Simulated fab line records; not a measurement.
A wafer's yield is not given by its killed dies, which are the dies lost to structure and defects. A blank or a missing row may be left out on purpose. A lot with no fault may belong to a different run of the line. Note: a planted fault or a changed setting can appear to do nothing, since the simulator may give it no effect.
fab line records	flow nand-harc
record: lots: 5	wafers: 15	last-day: 24
route steps=1159 shown A_STAIRCASE@604 END@1159
lots that met no fault: from a run of the same line without faults
start-h: hours from the record's first day to the start of the lot's first wafer shown	wait-h: hours since the lot's step before	" as in the row above	L1.1+2: several wafers, shown together as one row	- value missing, or start not given	* or withheld: withheld	< > ~ a bound
route shown NAME@n: a module of which the file shows steps, and the number in the route of the first	usual: average and standard deviation across the fault-free wafers	same: alike in all rows	chamber/n: place in a boat	sites: each site's reading	_std_site: their standard deviation	_edge_site: inner sites' mean taken away from outer sites' mean	radius-mm: how far each site lies from the wafer's centre	mask NAME#n: copy n	behind: the most recent tool/chamber to have shaped the wafer	hold: why the lot went on hold/how many hours it stayed there/how the hold came to an end	device: transistor that didn't switch, given as n, p or np	end of line: tests of these same wafers at the route's end	where a step has no rows: the recipe by itself	killed: the dies lost at the first sort to structure and to defects; this is not the yield of the wafer	map: the dies of a wafer, with x for killed, . for not killed, _ for no die there
set.NAME: the setting the step ran with; set.NAME@STEP: the setting that earlier step ran with	model.NAME: the simulator's own value behind a step, which no gauge read
lots at selected steps of the route; one table per step, one row per wafer
services: a tool's chamber out of use, with start hour (start-h, from the record's first day; less than 0 if before it), hours out, and reason
== steps ==
step: NHARC_A_STAIRCASE_HMDS_210
recipe: time-s: 30
step: NHARC_A_STAIRCASE_COAT_211
recipe: spin-rpm: 1200
step: NHARC_A_STAIRCASE_SOFTBAKE_212
recipe: temp-c: 135	time-s: 170
step: NHARC_A_STAIRCASE_EBR_213
step: NHARC_A_STAIRCASE_EXPOSE_214
recipe: na: 0.5	dose-mj: 31.26	mask-id: STAIR_3
step: NHARC_A_STAIRCASE_PEB_215
recipe: peb-temp-c: 115	peb-time-s: 130
step: NHARC_A_STAIRCASE_DEVELOP_216
recipe: time-s: 140
step: NHARC_A_STAIRCASE_HARDBAKE_218
recipe: temp-c: 120	time-s: 140
step: NHARC_A_STAIRCASE_DESCUM_219
recipe: time-s: 3	o2-flow-sccm: 200	ar-flow-sccm: 0	bias-power-w: 0	chemistry: O2
step: NHARC_A_STAIRCASE_TRIM_220
recipe: time-s: 211.2	o2-flow-sccm: 500	ar-flow-sccm: 0	bias-w: 0	chemistry: O2
usual: drypump-motor-current-A: 5.9/0.36	oes-product-au: 0.999/0.0071	rf-vpp-V: 57.9/0.94	showerhead-plenum-p-Torr: 3.55/0.15	throttle-valve-pct: 17.037/0.0088
lot.wafer	tool	chamber	start-h	wait-h	drypump-motor-current-A	oes-product-au	rf-hours-counter-h	rf-vpp-V	showerhead-plenum-p-Torr	throttle-valve-pct
L487.1	rie-diel-12	0	260.95	0.2	5.8	0.997	17	58.9	3.80	17.059
L487.5	"	1	"	"	5.9	1.008	-	58.0	3.77	17.041
L487.6	"	2	"	"	5.8	1.005	-	59.0	3.57	17.033
L490.3	rie-diel-05	0	282.11	0.1	5.8	0.991	39	56.9	3.59	17.030
L490.4	"	2	"	"	6.2	0.985	42	57.9	3.70	17.040
L490.5	"	1	"	"	5.9	0.996	-	57.4	3.53	17.038
L492.4	rie-diel-12	3	294.50	0.1	5.5	0.987	30	57.1	3.67	17.042
L492.1	"	0	"	"	5.8	0.993	30	58.0	3.79	17.030
L492.6	"	3	"	"	5.5	0.996	-	58.7	3.67	17.022
L504.4	rie-diel-02	2	353.36	0.1	5.3	0.985	9	56.8	3.47	17.040
L504.1	"	1	"	"	6.3	0.990	6	57.9	3.30	17.050
L504.5	"	3	"	"	6.4	0.999	-	58.4	3.30	17.048
L502.3	rie-diel-05	0	354.10	0.1	5.8	1.005	2	58.7	3.57	17.033
L502.6	"	1	"	"	6.0	1.003	-	57.4	3.51	17.025
L502.5	"	2	"	"	6.2	0.996	-	57.4	3.69	17.039
step: NHARC_A_STAIRCASE_ETCH_221
recipe: target-depth-a: 1000	time-s: 40.5	ion-energy-ev: 400	c4f8-flow-sccm: 20	o2-flow-sccm: 10	ar-flow-sccm: withheld	rf-w: 600	bias-w: 1000	chemistry: C4F8/O2
step: NHARC_A_STAIRCASE_TRIM_222
recipe: time-s: 211.2	o2-flow-sccm: 500	ar-flow-sccm: 0	bias-w: 0	chemistry: O2
usual: drypump-motor-current-A: 5.9/0.37	oes-product-au: 0.998/0.0074	rf-vpp-V: 57.7/0.92	showerhead-plenum-p-Torr: 3.55/0.16	throttle-valve-pct: 17.038/0.0092
lot.wafer	tool	chamber	start-h	wait-h	drypump-motor-current-A	oes-product-au	rf-hours-counter-h	rf-vpp-V	showerhead-plenum-p-Torr	throttle-valve-pct
L487.1	rie-diel-12	2	261.21	-	5.8	1.008	18	55.8	3.57	17.044
L487.6	"	0	"	"	5.8	1.000	-	58.2	3.80	17.044
L487.5	"	1	"	"	5.9	0.996	-	57.7	3.77	17.042
L490.4	rie-diel-05	0	282.38	-	5.8	0.998	39	57.5	3.59	17.038
L490.3	"	2	"	"	6.2	0.995	42	59.5	3.70	17.054
L490.5	"	1	"	"	5.9	1.006	-	57.8	3.53	17.038
L492.1	rie-diel-12	0	295.29	-	5.8	0.991	31	58.9	3.79	17.035
L492.4	"	1	"	"	5.9	0.993	29	58.0	3.76	17.043
L492.6	"	1	"	"	5.9	1.000	-	58.6	3.76	17.044
L504.1	rie-diel-02	1	353.60	-	6.3	0.999	6	56.2	3.30	17.038
L504.4	"	2	"	"	5.3	0.989	9	58.9	3.47	17.044
L504.5	"	2	"	"	5.3	0.999	-	57.4	3.47	17.035
L502.3	rie-diel-05	0	354.33	-	5.8	0.986	2	57.8	3.57	17.032
L502.6	"	1	"	"	6.0	0.992	-	56.4	3.51	17.051
L502.5	"	2	"	"	6.2	0.999	-	57.3	3.69	17.040
step: NHARC_A_STAIRCASE_ETCH_223
recipe: target-depth-a: 1000	time-s: 40.5	ion-energy-ev: 400	c4f8-flow-sccm: 20	o2-flow-sccm: 10	ar-flow-sccm: withheld	rf-w: 600	bias-w: 1000	chemistry: C4F8/O2
usual: oes-product-au: 0.939/0.012	rf-vpp-V: 897/5.9
lot.wafer	tool	chamber	start-h	wait-h	oes-product-au	rf-hours-counter-h	rf-vpp-V
L487.1	rie-diel-12	2	-	-	0.933	18	898
L487.6	"	0	"	"	0.923	-	904
L487.5	"	1	"	"	0.927	-	904
L490.3	rie-diel-05	1	-	-	0.948	39	895
L490.4	"	2	"	"	0.938	42	902
L490.5	"	1	"	"	0.945	-	894
L492.1	rie-diel-12	3	-	-	0.940	31	900
L492.4	"	1	"	"	0.924	30	903
L492.6	"	0	"	"	0.921	-	906
L504.4	rie-diel-02	1	-	-	0.945	6	888
L504.1	"	3	"	"	0.958	10	887
L504.5	"	1	"	"	0.944	-	887
L502.3	rie-diel-05	0	-	-	0.950	2	899
L502.5	"	3	"	"	0.965	-	896
L502.6	"	0	"	"	0.959	-	898
step: NHARC_A_STAIRCASE_TRIM_224
recipe: time-s: 211.2	o2-flow-sccm: 500	ar-flow-sccm: 0	bias-w: 0	chemistry: O2
step: NHARC_A_STAIRCASE_ETCH_225
recipe: target-depth-a: 1000	time-s: 40.5	ion-energy-ev: 400	c4f8-flow-sccm: 20	o2-flow-sccm: 10	ar-flow-sccm: withheld	rf-w: 600	bias-w: 1000	chemistry: C4F8/O2
step: NHARC_A_STAIRCASE_TRIM_226
recipe: time-s: 211.2	o2-flow-sccm: 500	ar-flow-sccm: 0	bias-w: 0	chemistry: O2
step: NHARC_A_STAIRCASE_ETCH_227
recipe: target-depth-a: 1000	time-s: 40.5	ion-energy-ev: 400	c4f8-flow-sccm: 20	o2-flow-sccm: 10	ar-flow-sccm: withheld	rf-w: 600	bias-w: 1000	chemistry: C4F8/O2
step: NHARC_A_STAIRCASE_TRIM_229
recipe: time-s: 211.2	o2-flow-sccm: 500	ar-flow-sccm: 0	bias-w: 0	chemistry: O2
step: NHARC_A_STAIRCASE_ETCH_230
recipe: target-depth-a: 1000	time-s: 40.5	ion-energy-ev: 400	c4f8-flow-sccm: 20	o2-flow-sccm: 10	ar-flow-sccm: withheld	rf-w: 600	bias-w: 1000	chemistry: C4F8/O2
step: NHARC_A_STAIRCASE_TRIM_231
recipe: time-s: 211.2	o2-flow-sccm: 500	ar-flow-sccm: 0	bias-w: 0	chemistry: O2
usual: drypump-motor-current-A: 5.9/0.35	oes-product-au: 0.999/0.0078	rf-vpp-V: 57.9/0.84	showerhead-plenum-p-Torr: 3.55/0.17	throttle-valve-pct: 17.037/0.0095
lot.wafer	tool	chamber	start-h	wait-h	drypump-motor-current-A	oes-product-au	rf-hours-counter-h	rf-vpp-V	showerhead-plenum-p-Torr	throttle-valve-pct
L487.1	rie-diel-12	0	-	-	5.8	0.988	18	58.7	3.80	17.030
L487.5	"	3	"	"	5.5	0.995	-	58.0	3.68	17.031
L487.6	"	0	"	"	5.8	1.000	-	58.4	3.80	17.035
L490.4	rie-diel-05	0	-	-	5.8	0.988	40	58.3	3.59	17.046
L490.3	"	2	"	"	6.2	1.000	42	57.1	3.70	17.030
L490.5	"	0	"	"	5.8	0.993	-	57.7	3.59	17.058
L492.1	rie-diel-05	0	-	-	5.8	0.990	47	57.6	3.58	17.032
L492.4	"	1	"	"	5.9	1.002	47	59.2	3.52	17.036
L492.6	"	1	"	"	6.0	1.003	-	58.3	3.52	17.022
L504.1	rie-diel-02	3	-	-	6.4	1.003	10	57.6	3.30	17.022
L504.4	"	1	"	"	6.3	0.997	6	58.1	3.30	17.053
L504.5	"	0	"	"	5.7	1.000	-	57.7	3.32	17.034
L502.3	rie-diel-02	1	-	-	6.3	0.993	7	57.0	3.30	17.043
L502.5	"	1	"	"	6.3	0.999	-	56.3	3.30	17.050
L502.6	"	2	"	"	5.3	0.997	-	56.6	3.47	17.035
step: NHARC_A_STAIRCASE_ETCH_232
recipe: target-depth-a: 1000	time-s: 40.5	ion-energy-ev: 400	c4f8-flow-sccm: 20	o2-flow-sccm: 10	ar-flow-sccm: withheld	rf-w: 600	bias-w: 1000	chemistry: C4F8/O2
step: NHARC_A_STAIRCASE_TRIM_233
recipe: time-s: 211.2	o2-flow-sccm: 500	ar-flow-sccm: 0	bias-w: 0	chemistry: O2
step: NHARC_A_STAIRCASE_ETCH_234
recipe: target-depth-a: 1000	time-s: 40.5	ion-energy-ev: 400	c4f8-flow-sccm: 20	o2-flow-sccm: 10	ar-flow-sccm: withheld	rf-w: 600	bias-w: 1000	chemistry: C4F8/O2
step: NHARC_A_STAIRCASE_TRIM_235
recipe: time-s: 211.2	o2-flow-sccm: 500	ar-flow-sccm: 0	bias-w: 0	chemistry: O2
step: NHARC_A_STAIRCASE_ETCH_236
recipe: target-depth-a: 1000	time-s: 40.5	ion-energy-ev: 400	c4f8-flow-sccm: 20	o2-flow-sccm: 10	ar-flow-sccm: withheld	rf-w: 600	bias-w: 1000	chemistry: C4F8/O2
usual: oes-product-au: 0.940/0.0089	rf-vpp-V: 896/5.9
lot.wafer	tool	chamber	start-h	wait-h	oes-product-au	rf-hours-counter-h	rf-vpp-V
L487.1	rie-diel-12	3	-	-	0.944	19	902
L487.5	"	2	"	"	0.932	-	899
L487.6	"	3	"	"	0.941	-	901
L490.4	rie-diel-05	2	-	-	0.936	43	902
L490.3	"	3	"	"	0.950	36	896
L490.5	"	0	"	"	0.943	-	897
L492.4	rie-diel-05	2	-	-	0.930	49	901
L492.1	"	3	"	"	0.931	43	896
L492.6	"	3	"	"	0.929	-	895
L504.4	rie-diel-02	0	-	-	0.952	9	887
L504.1	"	1	"	"	0.932	7	888
L504.5	"	0	"	"	0.951	-	888
L502.3	rie-diel-02	2	-	-	0.934	11	894
L502.5	"	1	"	"	0.935	-	888
L502.6	"	2	"	"	0.943	-	894
step: NHARC_A_STAIRCASE_STRIP_238
recipe: power-w: 1500	temp-c: 250	chemistry: O2
usual: drypump-motor-current-A: 5.6/0.58	heater-power-w: 318/20
lot.wafer	tool	chamber	start-h	wait-h	drypump-motor-current-A	heater-power-w	rf-hours-counter-h
L487.1	plasma-asher-01	1	263.16	0.1	6.3	313	55
L487.6	"	0	"	"	5.2	326	-
L487.5	"	1	"	"	6.3	309	-
L490.4	plasma-asher-02	0	284.37	0.2	4.9	305	-
L490.3	"	1	"	"	6.1	331	-
L490.5	"	0	"	"	4.9	302	-
L492.1	plasma-asher-01	0	297.55	0.1	5.2	337	5
L492.4	"	1	"	"	6.3	296	-
L492.6	"	0	"	"	5.2	339	-
L504.1	plasma-asher-01	0	355.57	0.1	5.2	343	24
L504.4	"	1	"	"	6.3	294	-
L504.5	"	1	"	"	6.3	295	-
L502.3	plasma-asher-01	0	356.31	0.2	5.2	337	-
L502.6	"	0	"	"	5.3	341	-
L502.5	"	1	"	"	6.3	300	-
step: NHARC_A_STAIRCASE_STRIP_239
recipe: time-s: 900	temp-c: 130	chemistry: SPM
step: NHARC_A_STAIRCASE_PRECLEAN_240
recipe: time-s: *	temp-c: 50	bath-age-min: 0	chemistry: SC1
step: NHARC_A_STAIRCASE_SRD_241
step: NHARC_A_STAIRCASE_DEHYDRATE_242
recipe: temp-c: 150	time-s: 120
step: NHARC_A_STAIRCASE_HMDS_243
recipe: time-s: 30
step: NHARC_A_STAIRCASE_COAT_244
recipe: spin-rpm: 1200
step: NHARC_A_STAIRCASE_SOFTBAKE_245
recipe: temp-c: 135	time-s: 170
step: NHARC_A_STAIRCASE_EBR_246
step: NHARC_A_STAIRCASE_EXPOSE_247
recipe: na: 0.5	dose-mj: 25.34	mask-id: SDS_1
step: NHARC_A_STAIRCASE_PEB_248
recipe: peb-temp-c: 115	peb-time-s: 130
step: NHARC_A_STAIRCASE_DEVELOP_249
recipe: time-s: 140
step: NHARC_A_STAIRCASE_HARDBAKE_251
recipe: temp-c: 120	time-s: 140
step: NHARC_END_SORT_01
recipe: temp-c: 25
usual: killed-at-array: 29/12	killed-at-other: 0.7/1	killed-at-periphery: 4/3.2	killed-dies: 34/12	killed-open: 3.4/2	killed-short: 1.8/1.3
same: gross-dies: 677
lot.wafer	tool	chamber	start-h	wait-h	killed-at-array	killed-at-other	killed-at-periphery	killed-dies	killed-open	killed-short
L492.1	prober-02	0	497.43	2.5	24	0	4	28	8	1
L492.4	prober-02	0	499.81	3.4	21	0	8	29	3	0
L492.6	prober-02	0	501.41	4.0	27	0	10	37	6	4
L502.6	prober-01	0	570.22	4.1	95	5	4	104	4	1
killed by level:class
L492.1 A_CHANNEL_HOLE_D1:chamber-film-flake=12 A_BLC:geometric-particle:open=4 A_STAIRCASE:chamber-film-flake=4 P_M1:geometric-particle:open=2 A_WL_FILL:geometric-particle:short=1 A_CONTACT:geometric-particle:open=1 A_M0:geometric-particle:open=1 P_ZERO_WELL:chamber-film-flake=1
L492.4 A_CHANNEL_HOLE_D1:chamber-film-flake=10 P_ZERO_WELL:chamber-film-flake=4 A_CONTACT:chamber-film-flake=4 P_GATE:chamber-film-flake=3 A_WL_FILL:chamber-film-flake=3 A_STAIRCASE:chamber-film-flake=2 P_GATE:geometric-particle:open=1 A_CONTACT:geometric-particle:open=1
L492.6 A_CHANNEL_HOLE_D1:chamber-film-flake=14 P_ZERO_WELL:chamber-film-flake=5 A_WL_FILL:geometric-particle:open=2 A_BLC:geometric-particle:short=2 P_STI:chamber-film-flake=2 P_GATE:chamber-film-flake=2 A_WL_FILL:chamber-film-flake=2 P_M0:geometric-particle:open=1
L502.6 A_STAIRCASE:unspecified=84 THIN_TSV:chamber-film-flake=5 A_CHANNEL_HOLE_D1:chamber-film-flake=4 A_STAIRCASE:chamber-film-flake=3 P_GATE:chamber-film-flake=2 P_CONTACT:geometric-particle:short=1 P_M1:geometric-particle:open=1 A_CONTACT:geometric-particle:open=1
map L502.6 (x killed, . not)
____________.____________
_________......._________
_______..........._______
______.............______
_____..............._____
____.................____
____.................____
___...................___
___...................___
__...........x.........__
__..............x......__
_.........x.........x..._
_......................._
_.................x....._
_......................._
_....................x.._
.........................
....x....x...............
.........................
..x...x............x.....
.....x....x..............
_......................._
_...x...........xx......_
_............x..xxxx...._
_.............xxxxxxx..._
_.............xxxxxxx.x._
__..........x.xxxxxxx.x__
__...x.....x..xxxxxxxx.__
___.........xxxxxxxxxx___
___..........xxxxxxxxx___
____..........xxxxxxx____
____.........xxxxxxxx____
_____........xxxxxxx_____
______.........xxxx______
_______........xxx_______
_________......x_________
____________.____________
map L490.3 (x killed, . not)
____________.____________
_________...x..._________
_______..........._______
______.............______
_____..............._____
____.................____
____.................____
___...................___
___...................___
__.....x...............__
__...........x.........__
_.....................x._
_...............x......._
_............x...x......_
_............xxx........_
_............x.x........_
...........xxxx..........
.............x.xx........
...........x..x..........
...............x.........
.........................
_......................._
_......................._
_...........x..........._
_......................._
_...................x..._
__x.x..................__
__...............x.....__
___..................x___
___...................___
____.....x...........____
____.x...............____
_____..............._____
______.............______
_______..........._______
_________......._________
____________.____________
== services ==
tool	chamber	start-h	hours	kind
rie-diel-05	0	246.18	-	clean
rie-diel-05	1	246.18	-	clean
rie-diel-05	2	246.18	-	clean
rie-diel-05	3	246.18	-	clean
rie-diel-02	2	269.84	3.8	repair
rie-diel-05	0	270.68	-	clean
rie-diel-05	1	270.68	-	clean
rie-diel-05	2	270.68	-	clean
rie-diel-05	3	270.68	-	clean
plasma-asher-01	-	276.16	9.0	pm
rie-diel-02	1	290.03	6.3	repair
rie-diel-05	0	295.23	-	clean
rie-diel-05	1	295.23	-	clean
rie-diel-05	2	295.23	-	clean
rie-diel-05	3	295.23	-	clean
rie-diel-05	0	319.75	-	clean
rie-diel-05	1	319.75	-	clean
rie-diel-05	2	319.75	-	clean
rie-diel-05	3	319.75	-	clean
rie-diel-02	-	328.07	9.0	pm
rie-diel-12	2	339.80	17.4	repair
rie-diel-05	-	340.66	9.0	pm
rie-diel-05	0	340.66	9.0	vent-cycle
plasma-asher-01	-	349.08	0.4	repair
== key ==
first-sign: step: NHARC_END_SORT_01	reading: killed-dies	direction: up	sigmas: 6	usual: 34	struck: 104
effect: step: NHARC_END_SORT_01	reading: killed-at-array	direction: up	sigmas: 5.4	usual: 29	struck: 95
more-kills-born-at: NHARC_A_STAIRCASE_TRIM_222@rie-diel-05: 84
met-at NHARC_A_STAIRCASE_TRIM_222
struck-wafers L502.6
tester-left-out L502
onset-between 282.38 354.33
fault: kind: chamber-particle-source	tool: rie-diel-05	chamber: 1	onset-h: 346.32	steps: NHARC_A_STAIRCASE_TRIM_222	rate-per-visit-cm2: 1.5569	end-h: 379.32
tester-left-out: of these lots the tester's yield and bins aren't shown, on N5 and GAA mostly nor the transistor test; their killed dies are dies lost to structure and defects alone, not to doping, threshold or leakage, so they don't give the yield
